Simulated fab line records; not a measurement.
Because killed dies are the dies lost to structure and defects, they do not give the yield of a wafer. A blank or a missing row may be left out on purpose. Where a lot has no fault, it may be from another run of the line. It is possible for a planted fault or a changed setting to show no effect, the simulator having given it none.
What tool caused it? / flow n5Finfet / 27 wafers from 9 lots sampled at 5 of the route's 1938 steps

WHAT THE GAUGES READ, wafer by wafer
No reading from a measuring or inspecting step in the record can be judged against a usual standard deviation.

WHICH TOOL RAN EACH LOT (tool, then ch and the chambers of the sampled wafers, then the start)
lot=L497; N5_BEOL_M8_DESCUM_16=rieDiel-02 ch 1,2, day 14 15:46; N5_BEOL_M8_ETCH_62=rieDiel-02 ch 1,2, day 14 15:52; N5_BEOL_M8_ETCH_72=rieDiel-05 ch 0,1, day 14 17:32; N5_BEOL_M8_STRIP_80=rieDiel-05 ch 0,1, no start; N5_PASSIVATION_PROBE_49=-
lot=L498; N5_BEOL_M8_DESCUM_16=rieDiel-04 ch 1,2,3, day 14 17:38; N5_BEOL_M8_ETCH_62=rieDiel-04 ch 1,2,3, day 14 17:43; N5_BEOL_M8_ETCH_72=rieDiel-02 ch 0,1,2, day 14 19:18; N5_BEOL_M8_STRIP_80=rieDiel-02 ch 0,1,2, no start; N5_PASSIVATION_PROBE_49=-
lot=L500; N5_BEOL_M8_DESCUM_16=rieDiel-05 ch 0,1,3, day 15 06:09; N5_BEOL_M8_ETCH_62=rieDiel-05 ch 0,1,3, day 15 06:14; N5_BEOL_M8_ETCH_72=rieDiel-05 ch 0,1,3, day 15 07:20; N5_BEOL_M8_STRIP_80=rieDiel-05 ch 0,1,3, no start; N5_PASSIVATION_PROBE_49=-
lot=L499; N5_BEOL_M8_DESCUM_16=rieDiel-04 ch 0,2, day 15 11:32; N5_BEOL_M8_ETCH_62=rieDiel-04 ch 0,2, day 15 11:37; N5_BEOL_M8_ETCH_72=rieDiel-04 ch 1,2, day 15 13:37; N5_BEOL_M8_STRIP_80=rieDiel-04 ch 1,2, day 18 18:57 or earlier; N5_PASSIVATION_PROBE_49=prober-02, day 18 18:57
lot=L501; N5_BEOL_M8_DESCUM_16=rieDiel-05 ch 0,1, day 15 11:43; N5_BEOL_M8_ETCH_62=rieDiel-05 ch 0,1, day 15 11:49; N5_BEOL_M8_ETCH_72=rieDiel-05 ch 1,3, day 15 13:44; N5_BEOL_M8_STRIP_80=rieDiel-05 ch 1,3, no start; N5_PASSIVATION_PROBE_49=-
lot=L502; N5_BEOL_M8_DESCUM_16=rieDiel-02 ch 0,3, day 15 15:37; N5_BEOL_M8_ETCH_62=rieDiel-02 ch 0,3, day 15 15:43; N5_BEOL_M8_ETCH_72=rieDiel-05 ch 1,3, day 15 17:31; N5_BEOL_M8_STRIP_80=rieDiel-05 ch 1,3, no start; N5_PASSIVATION_PROBE_49=-
lot=L503; N5_BEOL_M8_DESCUM_16=rieDiel-04 ch 0,1,3, day 15 18:51; N5_BEOL_M8_ETCH_62=rieDiel-04 ch 0,1,3, day 15 18:56; N5_BEOL_M8_ETCH_72=rieDiel-05 ch 0,1,2, day 15 21:19; N5_BEOL_M8_STRIP_80=rieDiel-05 ch 0,1,2, no start; N5_PASSIVATION_PROBE_49=-
lot=L491; N5_BEOL_M8_DESCUM_16=rieDiel-04 ch 0,1,2, day 17 00:44; N5_BEOL_M8_ETCH_62=rieDiel-04 ch 0,1,2, day 17 00:50; N5_BEOL_M8_ETCH_72=rieDiel-02 ch 0,2,3, day 17 04:19; N5_BEOL_M8_STRIP_80=rieDiel-02 ch 0,2,3, no start; N5_PASSIVATION_PROBE_49=-
lot=L509; N5_BEOL_M8_DESCUM_16=rieDiel-02 ch 0,1,3, day 17 01:09; N5_BEOL_M8_ETCH_62=rieDiel-02 ch 0,1,3, day 17 01:14; N5_BEOL_M8_ETCH_72=rieDiel-04 ch 0,1, day 17 04:38; N5_BEOL_M8_STRIP_80=rieDiel-04 ch 0,1, no start; N5_PASSIVATION_PROBE_49=-
- N5_BEOL_M8_DESCUM_16: chemistry O2, time 7.9 s.
- N5_BEOL_M8_ETCH_62: etches SOC in N2/H2, target depth 110 nm, overetch 22 nm, time 165 s.
- N5_BEOL_M8_ETCH_72: etches underlayer in N2/H2, target depth 6.5 nm, time 5.2 s.
- N5_BEOL_M8_STRIP_80: strips in N2/H2, time 10 s.
- N5_PASSIVATION_PROBE_49

AS READ BY THE TOOLS THEMSELVES (means over the sampled wafers that have a number; for cases with no such wafer, the mark the record gives instead)
N5_BEOL_M8_DESCUM_16. Usual: biasPowerW 20.00 W, standard deviation 0.054; drypumpMotorCurrentA 5.8 A, standard deviation 0.41; oesProductAu 0.79 a.u., standard deviation 0.096; rfVppV 243.1 V, standard deviation 1.2; showerheadPlenumPTorr 2.09 Torr, standard deviation 0.04; throttleValvePct 20.34 %, standard deviation 0.2.
lot=L497; tool=rieDiel-02; biasPowerW (W)=20.03; drypumpMotorCurrentA (A)=5.2; oesProductAu (a.u.)=0.69; rfVppV (V)=243.0; showerheadPlenumPTorr (Torr)=2.06; throttleValvePct (%)=20.68; flag=
lot=L498; tool=rieDiel-04; biasPowerW (W)=19.98; drypumpMotorCurrentA (A)=5.6; oesProductAu (a.u.)=0.86; rfVppV (V)=244.0; showerheadPlenumPTorr (Torr)=2.11; throttleValvePct (%)=20.25; flag=
lot=L500; tool=rieDiel-05; biasPowerW (W)=20.00; drypumpMotorCurrentA (A)=6.0; oesProductAu (a.u.)=0.73; rfVppV (V)=242.8; showerheadPlenumPTorr (Torr)=2.09; throttleValvePct (%)=20.39; flag=
lot=L499; tool=rieDiel-04; biasPowerW (W)=19.99; drypumpMotorCurrentA (A)=6.1; oesProductAu (a.u.)=0.81; rfVppV (V)=243.6; showerheadPlenumPTorr (Torr)=2.06; throttleValvePct (%)=20.21; flag=
lot=L501; tool=rieDiel-05; biasPowerW (W)=20.03; drypumpMotorCurrentA (A)=6.2; oesProductAu (a.u.)=0.77; rfVppV (V)=241.1; showerheadPlenumPTorr (Torr)=2.05; throttleValvePct (%)=20.34; flag=
lot=L502; tool=rieDiel-02; biasPowerW (W)=19.99; drypumpMotorCurrentA (A)=5.9; oesProductAu (a.u.)=0.86; rfVppV (V)=243.9; showerheadPlenumPTorr (Torr)=2.11; throttleValvePct (%)=20.30; flag=
lot=L503; tool=rieDiel-04; biasPowerW (W)=20.07; drypumpMotorCurrentA (A)=5.6; oesProductAu (a.u.)=0.90; rfVppV (V)=243.4; showerheadPlenumPTorr (Torr)=2.10; throttleValvePct (%)=20.11; flag=
lot=L491; tool=rieDiel-04; biasPowerW (W)=20.02; drypumpMotorCurrentA (A)=5.8; oesProductAu (a.u.)=0.91; rfVppV (V)=242.4; showerheadPlenumPTorr (Torr)=2.08; throttleValvePct (%)=20.09; flag=
lot=L509; tool=rieDiel-02; biasPowerW (W)=19.97; drypumpMotorCurrentA (A)=5.9; oesProductAu (a.u.)=0.77; rfVppV (V)=243.3; showerheadPlenumPTorr (Torr)=2.09; throttleValvePct (%)=20.44; flag=

N5_BEOL_M8_ETCH_62. Usual: drypumpMotorCurrentA 5.8 A, standard deviation 0.41; h2FlowSccm 200.0 sccm, standard deviation 0.59; oesProductAu 0.66 a.u., standard deviation 0.076; rfVppV 523.7 V, standard deviation 1.6; showerheadPlenumPTorr 2.54 Torr, standard deviation 0.054; throttleValvePct 17.74 %, standard deviation 0.22.
lot=L497; tool=rieDiel-02; drypumpMotorCurrentA (A)=5.2; h2FlowSccm (sccm)=200.2; oesProductAu (a.u.)=0.58; rfVppV (V)=523.2; showerheadPlenumPTorr (Torr)=2.51; throttleValvePct (%)=18.15; flag=
lot=L498; tool=rieDiel-04; drypumpMotorCurrentA (A)=5.7; h2FlowSccm (sccm)=200.4; oesProductAu (a.u.)=0.73; rfVppV (V)=524.1; showerheadPlenumPTorr (Torr)=2.57; throttleValvePct (%)=17.67; flag=
lot=L500; tool=rieDiel-05; drypumpMotorCurrentA (A)=6.0; h2FlowSccm (sccm)=199.7; oesProductAu (a.u.)=0.62; rfVppV (V)=522.9; showerheadPlenumPTorr (Torr)=2.53; throttleValvePct (%)=17.77; flag=
lot=L499; tool=rieDiel-04; drypumpMotorCurrentA (A)=6.1; h2FlowSccm (sccm)=199.6; oesProductAu (a.u.)=0.69; rfVppV (V)=522.4; showerheadPlenumPTorr (Torr)=2.49; throttleValvePct (%)=17.62; flag=
lot=L501; tool=rieDiel-05; drypumpMotorCurrentA (A)=6.2; h2FlowSccm (sccm)=200.3; oesProductAu (a.u.)=0.65; rfVppV (V)=521.7; showerheadPlenumPTorr (Torr)=2.48; throttleValvePct (%)=17.65; flag=
lot=L502; tool=rieDiel-02; drypumpMotorCurrentA (A)=5.9; h2FlowSccm (sccm)=199.8; oesProductAu (a.u.)=0.73; rfVppV (V)=524.7; showerheadPlenumPTorr (Torr)=2.58; throttleValvePct (%)=17.75; flag=
lot=L503; tool=rieDiel-04; drypumpMotorCurrentA (A)=5.5; h2FlowSccm (sccm)=199.9; oesProductAu (a.u.)=0.76; rfVppV (V)=524.4; showerheadPlenumPTorr (Torr)=2.56; throttleValvePct (%)=17.54; flag=
lot=L491; tool=rieDiel-04; drypumpMotorCurrentA (A)=5.8; h2FlowSccm (sccm)=199.6; oesProductAu (a.u.)=0.76; rfVppV (V)=523.7; showerheadPlenumPTorr (Torr)=2.53; throttleValvePct (%)=17.48; flag=
lot=L509; tool=rieDiel-02; drypumpMotorCurrentA (A)=5.9; h2FlowSccm (sccm)=199.8; oesProductAu (a.u.)=0.66; rfVppV (V)=524.3; showerheadPlenumPTorr (Torr)=2.54; throttleValvePct (%)=17.88; flag=

N5_BEOL_M8_ETCH_72. Usual: drypumpMotorCurrentA 5.8 A (standard deviation 0.44); etchRfOnTimeS 5.19 s (standard deviation 0.082); h2FlowSccm 200.0 sccm (standard deviation 0.58); oesProductAu 0.67 a.u. (standard deviation 0.083); rfVppV 523.8 V (standard deviation 2); showerheadPlenumPTorr 2.54 Torr (standard deviation 0.053); throttleValvePct 17.78 % (standard deviation 0.22).
lot=L497; tool=rieDiel-05; drypumpMotorCurrentA (A)=6.2; etchRfOnTimeS (s)=5.23; h2FlowSccm (sccm)=200.6; oesProductAu (a.u.)=0.63; rfVppV (V)=522.0; showerheadPlenumPTorr (Torr)=2.51; throttleValvePct (%)=17.79; flag=
lot=L498; tool=rieDiel-02; drypumpMotorCurrentA (A)=5.6; etchRfOnTimeS (s)=5.27; h2FlowSccm (sccm)=199.5; oesProductAu (a.u.)=0.61; rfVppV (V)=524.1; showerheadPlenumPTorr (Torr)=2.52; throttleValvePct (%)=18.06; flag=
lot=L500; tool=rieDiel-05; drypumpMotorCurrentA (A)=6.0; etchRfOnTimeS (s)=5.24; h2FlowSccm (sccm)=199.4; oesProductAu (a.u.)=0.61; rfVppV (V)=523.7; showerheadPlenumPTorr (Torr)=2.53; throttleValvePct (%)=17.79; flag=
lot=L499; tool=rieDiel-04; drypumpMotorCurrentA (A)=5.6; etchRfOnTimeS (s)=5.23; h2FlowSccm (sccm)=199.9; oesProductAu (a.u.)=0.72; rfVppV (V)=525.0; showerheadPlenumPTorr (Torr)=2.57; throttleValvePct (%)=17.63; flag=
lot=L501; tool=rieDiel-05; drypumpMotorCurrentA (A)=5.8; etchRfOnTimeS (s)=5.48; h2FlowSccm (sccm)=180.4; oesProductAu (a.u.)=0.60; rfVppV (V)=524.4; showerheadPlenumPTorr (Torr)=2.50; throttleValvePct (%)=17.25; flag=OFF
lot=L502; tool=rieDiel-05; drypumpMotorCurrentA (A)=5.8; etchRfOnTimeS (s)=5.43; h2FlowSccm (sccm)=179.3; oesProductAu (a.u.)=0.61; rfVppV (V)=524.7; showerheadPlenumPTorr (Torr)=2.50; throttleValvePct (%)=17.25; flag=OFF
lot=L503; tool=rieDiel-05; drypumpMotorCurrentA (A)=6.0; etchRfOnTimeS (s)=5.29; h2FlowSccm (sccm)=180.2; oesProductAu (a.u.)=0.69; rfVppV (V)=521.5; showerheadPlenumPTorr (Torr)=2.43; throttleValvePct (%)=17.08; flag=OFF
lot=L491; tool=rieDiel-02; drypumpMotorCurrentA (A)=5.6; etchRfOnTimeS (s)=5.22; h2FlowSccm (sccm)=200.2; oesProductAu (a.u.)=0.66; rfVppV (V)=523.7; showerheadPlenumPTorr (Torr)=2.54; throttleValvePct (%)=17.96; flag=
lot=L509; tool=rieDiel-04; drypumpMotorCurrentA (A)=5.5; etchRfOnTimeS (s)=5.15; h2FlowSccm (sccm)=200.2; oesProductAu (a.u.)=0.74; rfVppV (V)=523.5; showerheadPlenumPTorr (Torr)=2.56; throttleValvePct (%)=17.51; flag=

N5_BEOL_M8_STRIP_80. Usual: biasPowerW 7.000 W, standard deviation 0.021; drypumpMotorCurrentA 5.8 A, standard deviation 0.44; oesProductAu 0.79 a.u., standard deviation 0.096; rfVppV 59.1 V, standard deviation 0.94; showerheadPlenumPTorr 2.54 Torr, standard deviation 0.053; throttleValvePct 23.55 %, standard deviation 0.24.
lot=L497; tool=rieDiel-05; biasPowerW (W)=6.982; drypumpMotorCurrentA (A)=6.2; oesProductAu (a.u.)=0.73; rfVppV (V)=58.3; showerheadPlenumPTorr (Torr)=2.50; throttleValvePct (%)=23.52; flag=
lot=L498; tool=rieDiel-02; biasPowerW (W)=6.977; drypumpMotorCurrentA (A)=5.6; oesProductAu (a.u.)=0.72; rfVppV (V)=60.2; showerheadPlenumPTorr (Torr)=2.52; throttleValvePct (%)=23.83; flag=
lot=L500; tool=rieDiel-05; biasPowerW (W)=6.998; drypumpMotorCurrentA (A)=6.0; oesProductAu (a.u.)=0.73; rfVppV (V)=59.6; showerheadPlenumPTorr (Torr)=2.53; throttleValvePct (%)=23.49; flag=
lot=L499; tool=rieDiel-04; biasPowerW (W)=6.998; drypumpMotorCurrentA (A)=5.7; oesProductAu (a.u.)=0.84; rfVppV (V)=60.5; showerheadPlenumPTorr (Torr)=2.56; throttleValvePct (%)=23.37; flag=
lot=L501; tool=rieDiel-05; biasPowerW (W)=6.979; drypumpMotorCurrentA (A)=5.8; oesProductAu (a.u.)=0.73; rfVppV (V)=58.9; showerheadPlenumPTorr (Torr)=2.56; throttleValvePct (%)=23.45; flag=
lot=L502; tool=rieDiel-05; biasPowerW (W)=6.981; drypumpMotorCurrentA (A)=5.8; oesProductAu (a.u.)=0.74; rfVppV (V)=59.3; showerheadPlenumPTorr (Torr)=2.56; throttleValvePct (%)=23.44; flag=
lot=L503; tool=rieDiel-05; biasPowerW (W)=7.000; drypumpMotorCurrentA (A)=6.0; oesProductAu (a.u.)=0.82; rfVppV (V)=58.7; showerheadPlenumPTorr (Torr)=2.49; throttleValvePct (%)=23.34; flag=
lot=L491; tool=rieDiel-02; biasPowerW (W)=6.994; drypumpMotorCurrentA (A)=5.6; oesProductAu (a.u.)=0.77; rfVppV (V)=59.4; showerheadPlenumPTorr (Torr)=2.54; throttleValvePct (%)=23.79; flag=
lot=L509; tool=rieDiel-04; biasPowerW (W)=7.006; drypumpMotorCurrentA (A)=5.5; oesProductAu (a.u.)=0.88; rfVppV (V)=59.1; showerheadPlenumPTorr (Torr)=2.55; throttleValvePct (%)=23.34; flag=

N5_PASSIVATION_PROBE_49. Usual: defectLimitedYield 90.8 %, standard deviation 1.7; killed_at_M0_to_M3 37, standard deviation 12; killed_at_M4_up 15, standard deviation 5.6; killedAtContacts 13, standard deviation 6.9; killedAtFrontEnd 40, standard deviation 11; killedAtOther 4, standard deviation 3.2; killedDies 109, standard deviation 20; killedOpen 73, standard deviation 15; killedShort 35, standard deviation 8.3; sort_bin_5_function 5.4 %, standard deviation 1.1; sort_bin_6_memory 3.5 %, standard deviation 0.73; sortNPass 1071, standard deviation 20; sortYieldPct 90.8 %, standard deviation 1.7.
lot=L499; tool=prober-02; defectLimitedYield (%)=91.8; killed_at_M0_to_M3=35; killed_at_M4_up=11; killedAtContacts=14; killedAtFrontEnd=30; killedAtOther=7; killedDies=97; killedOpen=60; killedShort=36; sort_bin_5_function (%)=5.0; sort_bin_6_memory (%)=3.0; sortNPass=1083; sortYieldPct (%)=91.8; flag=

THE ANSWER, worked out from the rows above alone
Rule: a lot counts as off when the mean over its wafers that have a number is more than 3 standard deviations away from the usual mean. Also off: a lot with no number at a reading for which 4 or more lots have one. The other lots that the step has rows for count as sound. After the gauges, taken in route order, come the tools' own readings; for these a lot's mean is taken, as printed above. At the first step where some lot is off, the reading lying furthest off is the one used; lots without a number count as furthest.
Off: L501, L502, L503, at N5_BEOL_M8_ETCH_72 (h2FlowSccm).
If a tool, at that step or one of the process steps before it, ran each lot that is off and ran no sound lot following the first of them, it fits. One candidate fits, namely rieDiel-05 at N5_BEOL_M8_ETCH_72. A fault onset in the window from L500 (day 15 07:20, its last sound lot) to L501 (day 15 13:44, its first lot off) fits.
The tool's own readings at N5_BEOL_M8_ETCH_72 bear it out: on the lots that are off they differ by more than 5 times the standard deviation of the sound lots' means. h2FlowSccm reads 180.0 sccm there against 200.0 sccm on the sound lots.

WHAT THE SIMULATOR HAD PUT IN
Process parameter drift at N5_BEOL_M8_ETCH_72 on rieDiel-05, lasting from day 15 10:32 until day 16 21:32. A move of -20 in setting h2FlowSccm, from 200. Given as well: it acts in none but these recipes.
Lots struck among those shown: L501, L502, L503. Same finding as the rule above.
